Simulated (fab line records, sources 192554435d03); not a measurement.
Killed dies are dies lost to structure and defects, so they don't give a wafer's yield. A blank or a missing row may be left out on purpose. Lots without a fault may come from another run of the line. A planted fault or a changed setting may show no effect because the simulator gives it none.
fab line records | flow n5_finfet
record lots=24 wafers=72 last_day=17
route steps=1938 shown FIN_SAQP@98 FIN_CUT@165 STI_FIN_REVEAL@184
lots that met no fault: from a run of the same line without faults
start_h: hours from the record's first day to the start of the lot's first wafer shown | wait_h: hours since the lot's step before | " the same as in the row above | L1.1+2: a row that stands for several wafers | - no value, or no start given | * or withheld: withheld | < > ~ a bound
route shown NAME@n: a module of which the file shows steps, and the number in the route of the first | usual: mean/standard deviation of fault-free wafers | same: alike in all rows | chamber/n: place in a boat | sites: the reading at each site | _std_site: their standard deviation | _edge_site: outer sites' mean less inner sites' | radius_mm: how far each site lies from the wafer's centre | mask NAME#n: copy n | behind: the tool/chamber that last shaped the wafer | hold: why the lot was held/for how many hours/how that ended | device: the transistor (n, p or np) that didn't switch | end of line: the same wafers' tests at the end of the route | a step without rows: its recipe alone | killed: dies lost to structure and defects at the first sort, not the wafer's yield | map: a wafer's dies, x killed, . not, _ none there
set.NAME: the setting as run; set.NAME@STEP: as run at that earlier step | model.NAME: the simulator's own value behind a step, which no gauge read
steps of the route over a sample of lots; a table a step, a row a wafer
services: from which hour (start_h, from the record's first day; less than 0 if before it) a tool's chamber was out of use, for how many hours, and why
## steps
# step N5_FIN_SAQP_PECVD_47
# recipe material=a-Si target_thk_a=450 temp_c=400 precursor=SiH4/He pressure_torr=3 rf_w=100 time_s=36.3
# usual chamber_pressure_Torr=3.000/0.006 heater_power_w=833/95 showerhead_plenum_p_Torr=5.70/0.037 throttle_valve_pct=18.6/0.89
# columns lot.wafer tool chamber start_h wait_h chamber_pressure_Torr heater_power_w showerhead_plenum_p_Torr throttle_valve_pct
L074.3 pecvd-03 1 21.60 0.0 2.998 707 5.70 20.0
L074.4 " 1 " " 3.006 730 5.71 19.7
L074.5 " 0 " " 3.006 860 5.64 17.8
L075.1 pecvd-04 2 27.95 0.0 2.998 854 5.70 16.9
L075.2 " 0 " " 2.999 967 5.70 17.9
L075.3 " 1 " " 2.998 830 5.71 19.0
L076.2 pecvd-04 2 34.06 0.0 3.003 793 5.71 17.0
L076.3 " 0 " " 3.000 948 5.69 17.9
L076.6 " 2 " " 3.002 802 5.72 17.0
L077.1 pecvd-01 1 39.82 0.0 3.003 766 5.74 18.1
L077.3 " 2 " " 3.010 826 5.72 19.0
L077.6 " 2 " " 2.996 692 5.70 18.6
L078.1 pecvd-03 2 46.08 0.0 2.999 738 5.66 18.6
L078.5 " 2 " " 3.005 775 5.67 18.6
L078.6 " 0 " " 3.004 942 5.66 17.6
L079.3 pecvd-01 1 52.36 0.1 3.005 890 5.72 18.2
L079.4 " 0 " " 2.998 920 5.78 19.7
L079.5 " 1 " " 3.003 858 5.72 18.5
L080.2 pecvd-04 0 57.82 0.0 2.998 910 5.70 18.1
L080.4 " 0 " " 3.003 914 5.70 18.0
L080.6 " 0 " " 2.990 904 5.69 17.5
L081.2 pecvd-01 1 63.62 0.0 2.996 767 5.74 18.3
L081.3 " 0 " " 3.003 1008 5.79 19.8
L081.4 " 1 " " 2.998 763 5.71 18.4
L082.2 pecvd-04 2 70.19 0.0 2.998 880 5.71 16.8
L082.3 " 1 " " 2.993 806 5.70 19.0
L082.6 " 0 " " 3.013 895 5.70 18.0
L083.1 pecvd-03 2 74.94 0.0 3.016 799 5.65 18.3
L083.4 " 1 " " 2.998 713 5.72 19.9
L083.5 " 0 " " 3.013 956 5.67 17.6
L084.1 pecvd-04 0 83.11 0.0 3.005 1001 5.71 18.0
L084.3 " 1 " " 2.998 800 5.71 19.1
L084.6 " 0 " " 2.998 1015 5.70 18.2
L085.2 pecvd-01 0 87.69 0.0 3.000 913 5.77 20.1
L085.3 " 2 " " 2.999 700 5.72 19.0
L085.6 " 1 " " 3.000 868 5.71 18.3
L086.1 pecvd-03 1 93.49 0.0 3.015 679 5.71 19.7
L086.3 " 0 " " 2.998 985 5.65 17.6
L086.4 " 0 " " 2.992 952 5.66 17.8
L087.1 pecvd-03 0 102.57 0.0 3.002 921 5.66 17.6
L087.2 " 1 " " 3.005 791 5.73 19.9
L087.3 " 2 " " 3.003 768 5.66 18.3
L088.1 pecvd-03 0 106.50 0.0 3.001 850 5.67 18.3
L088.4 " 1 " " 2.992 756 5.71 19.6
L088.5 " 0 " " 2.994 836 5.65 17.7
L089.2 pecvd-03 0 111.54 0.0 3.003 986 5.67 17.8
L089.5 " 2 " " 3.003 754 5.67 18.3
L089.6 " 0 " " 3.010 999 5.66 17.6
L090.2 pecvd-03 2 118.19 0.0 3.002 762 5.65 18.4
L090.3 " 0 " " 3.007 953 5.66 17.8
L090.5 " 1 " " 3.003 787 5.71 19.8
L091.1 pecvd-01 1 123.73 0.0 3.008 857 5.73 18.0
L091.3 " 2 " " 3.001 767 5.72 18.8
L091.5 " 0 " " 2.998 855 5.78 19.9
L092.2 pecvd-03 2 128.88 0.0 3.012 825 5.67 18.5
L092.4 " 0 " " 2.995 886 5.66 17.8
L092.5 " 2 " " 2.996 786 5.67 18.2
L093.3 pecvd-01 1 135.14 0.0 2.992 869 5.73 18.4
L093.5 " 1 " " 2.992 894 5.72 18.5
L093.6 " 0 " " 3.005 923 5.78 19.7
L094.2 pecvd-01 1 141.04 0.0 2.989 841 5.72 18.2
L094.4 " 0 " " 2.998 862 5.79 19.9
L094.6 " 1 " " 2.991 842 5.72 18.4
L095.1 pecvd-03 0 148.11 0.0 2.997 992 5.67 18.1
L095.2 " 2 " " 3.003 740 5.66 18.5
L095.4 " 1 " " 3.004 672 5.71 19.8
L096.1 pecvd-03 2 153.06 0.0 3.001 800 5.67 18.8
L096.5 " 2 " " 3.003 805 5.65 18.3
L096.6 " 0 " " 3.005 921 5.67 18.0
L097.2 pecvd-04 0 159.30 0.0 3.013 1026 5.70 18.1
L097.5 " 0 " " 3.013 1040 5.70 18.0
L097.6 " 2 " " 2.999 870 5.71 17.0
# step N5_FIN_SAQP_THK_MEAS_07
# usual thk_nm=60.1/0.85
# columns lot.wafer tool chamber start_h wait_h thk_nm
L074.3 film_metro-01 - 21.77 0.1 59.8
L074.4 " - " " 61.0
L074.5 " - " " 60.2
L075.1 film_metro-01 - 28.12 0.1 59.9
L075.2 " - " " 59.8
L075.3 " - " " 59.2
L076.2 film_metro-01 - 34.23 0.1 60.1
L076.3 " - " " 58.7
L076.6 " - " " 60.5
L077.1 film_metro-02 - 39.99 0.1 60.6
L077.3 " - " " 59.2
L077.6 " - " " 60.4
L078.1 film_metro-01 - 46.25 0.1 59.4
L078.5 " - " " 60.5
L078.6 " - " " 59.9
L079.3 film_metro-02 - 52.58 0.1 62.0
L079.4 " - " " 60.1
L079.5 " - " " 61.9
L080.2 film_metro-01 - 58.06 0.1 59.9
L080.4 " - " " 60.1
L080.6 " - " " 59.5
L081.2 film_metro-02 - 63.86 0.1 60.1
L081.3 " - " " 59.9
L081.4 " - " " 61.4
L082.2 film_metro-01 - 70.36 0.1 60.0
L082.3 " - " " 58.9
L082.6 " - " " 61.0
L083.1 film_metro-02 - 75.11 0.1 60.3
L083.4 " - " " 61.7
L083.5 " - " " 61.0
L084.1 film_metro-01 - 83.28 0.1 59.0
L084.3 " - " " 59.0
L084.6 " - " " 61.0
L085.2 film_metro-01 - 87.86 0.1 58.0
L085.3 " - " " 59.4
L085.6 " - " " 60.6
L086.1 film_metro-01 - 93.66 0.1 60.4
L086.3 " - " " 60.9
L086.4 " - " " 62.2
L087.1 film_metro-02 - 102.74 0.1 59.9
L087.2 " - " " 59.5
L087.3 " - " " 59.4
L088.1 film_metro-01 - 106.67 0.1 60.4
L088.4 " - " " 60.2
L088.5 " - " " 61.3
L089.2 film_metro-01 - 111.71 0.1 59.7
L089.5 " - " " 60.1
L089.6 " - " " 61.1
L090.2 film_metro-01 - 118.36 0.1 60.5
L090.3 " - " " 60.6
L090.5 " - " " 60.3
L091.1 film_metro-02 - 123.90 0.1 59.5
L091.3 " - " " 59.2
L091.5 " - " " 59.2
L092.2 film_metro-01 - 129.05 0.1 60.5
L092.4 " - " " 61.0
L092.5 " - " " 61.2
L093.3 film_metro-02 - 135.32 0.1 60.3
L093.5 " - " " 61.2
L093.6 " - " " 60.2
L094.2 film_metro-01 - 141.21 0.1 59.7
L094.4 " - " " 60.9
L094.6 " - " " 61.0
L095.1 film_metro-01 - 148.28 0.1 59.4
L095.2 " - " " 58.5
L095.4 " - " " 60.1
L096.1 film_metro-01 - 153.23 0.1 59.2
L096.5 " - " " 60.3
L096.6 " - " " 60.0
L097.2 film_metro-01 - 159.47 0.1 60.5
L097.5 " - " " 62.1
L097.6 " - " " 61.6
# step N5_FIN_SAQP_HM_DEP_72
# recipe material=SiO2 target_thk_a=120 temp_c=400 precursor=SiH4/N2O pressure_torr=0.75 rf_w=275 time_s=7.2
# usual chamber_pressure_Torr=0.7500/0.0018 heater_power_w=770/95 showerhead_plenum_p_Torr=8.25/0.098
# columns lot.wafer tool chamber start_h wait_h chamber_pressure_Torr heater_power_w showerhead_plenum_p_Torr
L074.3 pecvd-03 0 21.80 0.0 0.7517 779 8.14
L074.4 " 0 " " 0.7485 761 8.13
L074.5 " 1 " " 0.7473 739 8.25
L075.1 pecvd-04 2 28.16 0.0 0.7504 815 8.24
L075.2 " 0 " " 0.7477 915 8.22
L075.3 " 1 " " 0.7487 769 8.27
L076.2 pecvd-03 0 34.26 0.0 0.7496 909 8.13
L076.3 " 2 " " 0.7502 751 8.12
L076.6 " 0 " " 0.7520 906 8.11
L077.1 pecvd-03 2 40.02 0.0 0.7493 656 8.14
L077.3 " 0 " " 0.7519 853 8.14
L077.6 " 0 " " 0.7522 877 8.14
L078.1 pecvd-01 2 46.29 0.0 0.7518 649 8.29
L078.5 " 0 " " 0.7484 773 8.48
L078.6 " 1 " " 0.7491 694 8.26
L079.3 pecvd-01 0 52.64 0.1 0.7491 942 8.48
L079.4 " 1 " " 0.7506 721 8.28
L079.5 " 1 " " 0.7504 697 8.28
L080.2 pecvd-03 1 58.09 0.0 0.7510 658 8.26
L080.4 " 1 " " 0.7484 641 8.27
L080.6 " 2 " " 0.7517 741 8.13
L081.2 pecvd-04 1 63.90 0.0 0.7511 702 8.28
L081.3 " 2 " " 0.7536 806 8.28
L081.4 " 0 " " 0.7500 822 8.24
L082.2 pecvd-03 0 70.40 0.0 0.7486 899 8.13
L082.3 " 1 " " 0.7512 603 8.25
L082.6 " 2 " " 0.7461 646 8.12
L083.1 pecvd-01 1 75.15 0.0 0.7488 776 8.26
L083.4 " 2 " " 0.7519 740 8.28
L083.5 " 0 " " 0.7496 861 8.48
L084.1 pecvd-03 2 83.31 0.0 0.7480 629 8.13
L084.3 " 1 " " 0.7487 741 8.27
L084.6 " 1 " " 0.7503 722 8.28
L085.2 pecvd-03 2 87.90 0.0 0.7485 758 8.12
L085.3 " 1 " " 0.7468 700 8.28
L085.6 " 2 " " 0.7495 736 8.14
L086.1 pecvd-01 1 93.70 0.0 0.7528 788 8.28
L086.3 " 0 " " 0.7477 937 8.47
L086.4 " 0 " " 0.7488 911 8.49
L087.1 pecvd-04 0 102.78 0.0 0.7501 842 8.23
L087.2 " 1 " " 0.7496 729 8.29
L087.3 " 2 " " 0.7487 830 8.27
L088.1 pecvd-04 0 106.70 0.0 0.7497 854 8.23
L088.4 " 0 " " 0.7512 869 8.24
L088.5 " 1 " " 0.7521 751 8.26
L089.2 pecvd-01 2 111.74 0.0 0.7492 698 8.29
L089.5 " 0 " " 0.7497 863 8.48
L089.6 " 1 " " 0.7513 687 8.27
L090.2 pecvd-04 1 118.40 0.0 0.7486 703 8.26
L090.3 " 2 " " 0.7476 866 8.27
L090.5 " 2 " " 0.7458 872 8.26
L091.1 pecvd-04 1 123.94 0.0 0.7523 660 8.26
L091.3 " 0 " " 0.7483 933 8.25
L091.5 " 2 " " 0.7494 768 8.27
L092.2 pecvd-03 0 129.08 0.0 0.7497 797 8.13
L092.4 " 1 " " 0.7473 617 8.25
L092.5 " 2 " " 0.7510 651 8.12
L093.3 pecvd-04 2 135.35 0.0 0.7476 845 8.29
L093.5 " 2 " " 0.7522 836 8.24
L093.6 " 0 " " 0.7496 879 8.22
L094.2 pecvd-03 2 141.25 0.0 0.7512 634 8.11
L094.4 " 0 " " 0.7528 864 8.12
L094.6 " 2 " " 0.7502 630 8.12
L095.1 pecvd-03 1 148.32 0.0 0.7501 610 8.28
L095.2 " 2 " " 0.7494 735 8.15
L095.4 " 1 " " 0.7500 595 8.27
L096.1 pecvd-01 1 153.26 0.0 0.7505 784 8.27
L096.5 " 2 " " 0.7531 705 8.27
L096.6 " 1 " " 0.7514 784 8.29
L097.2 pecvd-01 0 159.50 0.0 0.7515 921 8.47
L097.5 " 0 " " 0.7521 890 8.45
L097.6 " 2 " " 0.7513 694 8.29
# step N5_FIN_SAQP_CD_MEAS_31
# recipe target_cd_nm=8 landing_energy_ev=1000 detector=se_inlens polarity=line
# usual cd_nm=8.12/0.21
# same landing_energy_ev=1000
# columns lot.wafer tool chamber start_h wait_h cd_nm
L074.3 cd_sem-01 0 25.98 0.1 7.75
L074.4 " 0 " " 8.10
L074.5 " 0 " " 8.12
L075.1 cd_sem-01 0 32.36 0.1 8.17
L075.2 " 0 " " 8.16
L075.3 " 0 " " 8.56
L076.2 cd_sem-02 0 38.41 0.1 8.35
L076.3 " 0 " " 8.13
L076.6 " 0 " " 7.96
L077.1 cd_sem-03 0 45.20 0.1 8.20
L077.3 " 0 " " 8.37
L077.6 " 0 " " 7.94
L078.1 cd_sem-01 0 50.39 0.1 8.20
L078.5 " 0 " " 8.16
L078.6 " 0 " " 7.66
L079.3 cd_sem-01 0 57.68 0.1 8.33
L079.4 " 0 " " 8.38
L079.5 " 0 " " 8.18
L080.2 cd_sem-02 0 63.03 0.1 7.65
L080.4 " 0 " " 7.95
L080.6 " 0 " " 8.04
L081.2 cd_sem-01 0 68.71 0.1 8.24
L081.3 " 0 " " 8.15
L081.4 " 0 " " 8.57
L082.2 cd_sem-03 0 74.77 0.1 8.22
L082.3 " 0 " " 8.13
L082.6 " 0 " " 8.38
L083.1 cd_sem-03 0 79.45 0.1 7.63
L083.4 " 0 " " 8.54
L083.5 " 0 " " 8.16
L084.1 cd_sem-03 0 88.70 0.1 8.17
L084.3 " 0 " " 8.15
L084.6 " 0 " " 8.32
L085.2 cd_sem-03 0 93.37 0.1 8.31
L085.3 " 0 " " 8.11
L085.6 " 0 " " 8.03
L086.1 cd_sem-02 0 101.45 0.1 8.22
L086.3 " 0 " " 8.26
L086.4 " 0 " " 8.04
L087.1 cd_sem-03 0 108.84 0.1 8.50
L087.2 " 0 " " 8.12
L087.3 " 0 " " 8.22
L088.1 cd_sem-03 0 112.00 0.1 8.03
L088.4 " 0 " " 8.03
L088.5 " 0 " " 7.99
L089.2 cd_sem-03 0 116.34 0.1 7.91
L089.5 " 0 " " 8.41
L089.6 " 0 " " 8.01
L090.2 cd_sem-01 0 122.66 0.1 8.27
L090.3 " 0 " " 8.04
L090.5 " 0 " " 7.84
L091.1 cd_sem-02 0 128.33 0.1 7.95
L091.3 " 0 " " 8.44
L091.5 " 0 " " 8.08
L092.2 cd_sem-01 0 133.99 0.1 8.30
L092.4 " 0 " " 7.81
L092.5 " 0 " " 8.06
L093.3 cd_sem-02 0 140.09 0.1 7.97
L093.5 " 0 " " 8.41
L093.6 " 0 " " 8.29
L094.2 cd_sem-02 0 145.72 0.1 8.33
L094.4 " 0 " " 8.25
L094.6 " 0 " " 8.31
L095.1 cd_sem-03 0 153.00 0.1 8.06
L095.2 " 0 " " 8.20
L095.4 " 0 " " 8.28
L096.1 cd_sem-03 0 157.90 0.1 8.09
L096.5 " 0 " " 7.94
L096.6 " 0 " " 7.81
L097.2 cd_sem-01 0 164.04 0.1 8.30
L097.5 " 0 " " 8.25
L097.6 " 0 " " 8.34
# step N5_FIN_CUT_INSPECT_10
# recipe mode=adi inspect_instrument=brightfield
# usual raw_defect_count=43/12
# columns lot.wafer tool chamber start_h wait_h raw_defect_count
L074.3 defect_inspect-01 - 27.10 0.0 40
L074.4 " - " " 37
L074.5 " - " " 45
L075.1 defect_inspect-02 - 33.34 0.1 35
L075.2 " - " " 46
L075.3 " - " " 54
L076.2 defect_inspect-02 - 39.40 0.1 32
L076.3 " - " " 39
L076.6 " - " " 57
L077.1 defect_inspect-02 - 46.32 0.1 43
L077.3 " - " " 35
L077.6 " - " " 55
L078.1 defect_inspect-02 - 51.37 0.1 76
L078.5 " - " " 57
L078.6 " - " " 54
L079.3 defect_inspect-02 - 58.69 0.0 50
L079.4 " - " " 35
L079.5 " - " " 39
L080.2 defect_inspect-01 - 64.17 0.0 22
L080.4 " - " " 28
L080.6 " - " " 47
L081.2 defect_inspect-02 - 69.79 0.0 51
L081.3 " - " " 56
L081.4 " - " " 48
L082.2 defect_inspect-02 - 75.88 0.0 77
L082.3 " - " " 56
L082.6 " - " " 48
L083.1 defect_inspect-02 - 80.44 0.1 34
L083.4 " - " " 46
L083.5 " - " " 42
L084.1 defect_inspect-01 - 90.11 0.1 34
L084.3 " - " " 34
L084.6 " - " " 33
L085.2 defect_inspect-01 - 94.63 0.0 54
L085.3 " - " " 38
L085.6 " - " " 40
L086.1 defect_inspect-02 - 102.59 0.1 20
L086.3 " - " " 42
L086.4 " - " " 34
L087.1 defect_inspect-01 - 109.98 0.1 41
L087.2 " - " " 27
L087.3 " - " " 66
L088.1 defect_inspect-01 - 113.18 0.1 35
L088.4 " - " " 28
L088.5 " - " " 40
L089.2 defect_inspect-01 - 117.44 0.0 52
L089.5 " - " " 68
L089.6 " - " " 43
L090.2 defect_inspect-02 - 123.63 0.0 36
L090.3 " - " " 34
L090.5 " - " " 35
L091.1 defect_inspect-01 - 129.39 0.1 38
L091.3 " - " " 43
L091.5 " - " " 34
L092.2 defect_inspect-01 - 134.96 0.0 34
L092.4 " - " " 58
L092.5 " - " " 39
L093.3 defect_inspect-02 - 141.59 0.0 54
L093.5 " - " " 54
L093.6 " - " " 54
L094.2 defect_inspect-02 - 146.83 0.0 43
L094.4 " - " " 37
L094.6 " - " " 36
L095.1 defect_inspect-01 - 154.10 0.1 51
L095.2 " - " " 63
L095.4 " - " " 48
L096.1 defect_inspect-02 - 159.10 0.1 31
L096.5 " - " " 25
L096.6 " - " " 35
L097.2 defect_inspect-01 - 165.14 0.0 36
L097.5 " - " " 31
L097.6 " - " " 48
# step N5_STI_FIN_REVEAL_ALD_14
# recipe material=Si3N4 target_thk_a=30 temp_c=400 ald_precursor_family=SiH2I2 ald_co_reactant=N2/H2-plasma pressure_torr=2
# usual chamber_pressure_Torr=2.000/0.0041 heater_power_w=829/97
# columns lot.wafer tool chamber start_h wait_h chamber_pressure_Torr heater_power_w
L074.3 ald_sin-02 0 28.18 0.0 1.999 845
L074.4 " 3 " " 2.001 1070
L074.5 " 3 " " 1.998 1056
L075.1 ald_sin-01 2 35.07 0.0 2.002 837
L075.2 " 0 " " 2.001 656
L075.3 " 1 " " 1.999 816
L076.2 ald_sin-02 0 42.20 0.0 1.995 843
L076.3 " 2 " " 1.997 947
L076.6 " 0 " " 1.995 823
L077.1 ald_sin-02 2 47.42 0.0 1.992 977
L077.3 " 1 " " 2.005 741
L077.6 " 3 " " 2.003 1053
L078.1 ald_sin-04 3 52.89 0.0 1.993 808
L078.5 " 1 " " 2.002 822
L078.6 " 2 " " 1.996 873
L079.3 ald_sin-01 3 59.78 0.0 2.002 780
L079.4 " 1 " " 1.997 834
L079.5 " 2 " " 1.999 834
L080.2 ald_sin-01 2 65.35 0.0 2.001 853
L080.4 " 0 " " 2.000 652
L080.6 " 3 " " 2.003 770
L081.2 ald_sin-01 0 70.90 0.0 1.989 668
L081.3 " 3 " " 1.991 770
L081.4 " 1 " " 2.000 829
L082.2 ald_sin-01 2 76.99 0.0 1.995 825
L082.3 " 0 " " 2.007 690
L082.6 " 1 " " 1.999 829
L083.1 ald_sin-01 0 81.57 0.0 1.993 673
L083.4 " 3 " " 2.002 766
L083.5 " 3 " " 1.997 791
L084.1 ald_sin-04 2 93.05 0.0 1.999 875
L084.3 " 3 " " 2.005 818
L084.6 " 3 " " 2.001 802
L085.2 ald_sin-01 1 96.51 0.0 1.996 845
L085.3 " 0 " " 1.998 657
L085.6 " 3 " " 1.999 755
L086.1 ald_sin-02 3 103.65 0.0 2.001 1139
L086.3 " 2 " " 1.997 867
L086.4 " 1 " " 1.997 715
L087.1 ald_sin-01 0 111.20 0.0 1.989 660
L087.2 " 3 " " 1.998 777
L087.3 " 1 " " 2.006 832
L088.1 ald_sin-04 2 114.43 0.0 2.000 868
L088.4 " 1 " " 2.001 819
L088.5 " 3 " " 1.996 821
L089.2 ald_sin-04 1 119.61 0.0 2.003 819
L089.5 " 0 " " 1.995 845
L089.6 " 1 " " 2.000 833
L090.2 ald_sin-04 0 124.98 0.0 1.996 801
L090.3 " 1 " " 2.001 838
L090.5 " 1 " " 1.999 816
L091.1 ald_sin-02 3 131.17 0.0 1.996 1100
L091.3 " 2 " " 2.002 887
L091.5 " 2 " " 2.007 873
L092.2 ald_sin-02 2 136.51 0.0 1.995 894
L092.4 " 1 " " 2.000 722
L092.5 " 0 " " 1.997 875
L093.3 ald_sin-01 1 142.63 0.0 2.003 857
L093.5 " 1 " " 1.999 838
L093.6 " 2 " " 2.004 823
L094.2 ald_sin-01 3 148.05 0.0 2.005 786
L094.4 " 0 " " 2.003 666
L094.6 " 2 " " 2.004 847
L095.1 ald_sin-01 3 155.14 0.0 1.997 756
L095.2 " 2 " " 2.000 851
L095.4 " 1 " " 1.995 838
L096.1 ald_sin-04 1 160.14 0.0 2.001 833
L096.5 " 1 " " 2.001 818
L096.6 " 2 " " 2.003 874
L097.2 ald_sin-04 3 166.68 0.0 1.998 828
L097.5 " 3 " " 1.999 793
L097.6 " 0 " " 2.001 794
## services
# columns tool chamber start_h hours kind
ald_sin-01 - 0.92 2.7 repair
ald_sin-04 1 1.94 3.7 repair
pecvd-01 1 9.04 - calibration
ald_sin-01 0 17.00 4.3 repair
ald_sin-01 - 21.92 6.1 pm
ald_sin-02 0 35.63 3.5 repair
ald_sin-02 1 37.15 4.9 repair
ald_sin-01 - 39.01 4.3 pm
pecvd-01 2 49.70 14.9 repair
ald_sin-02 0 53.79 8.8 repair
pecvd-04 2 56.57 5.3 repair
ald_sin-01 0 57.93 6.9 repair
pecvd-04 - 85.71 0.6 repair
ald_sin-01 2 86.81 36.7 repair
ald_sin-02 - 87.00 14.0 pm
pecvd-01 2 102.42 5.5 scheduled_down
pecvd-04 1 105.45 - calibration
pecvd-04 2 105.64 5.5 scheduled_down
ald_sin-04 3 118.43 18.7 repair
pecvd-03 2 142.85 5.0 scheduled_down
pecvd-04 - 148.13 1.1 repair
pecvd-04 2 154.06 2.1 scheduled_down
ald_sin-02 3 155.95 8.6 repair
pecvd-03 1 156.82 2.1 scheduled_down
## key
fault none
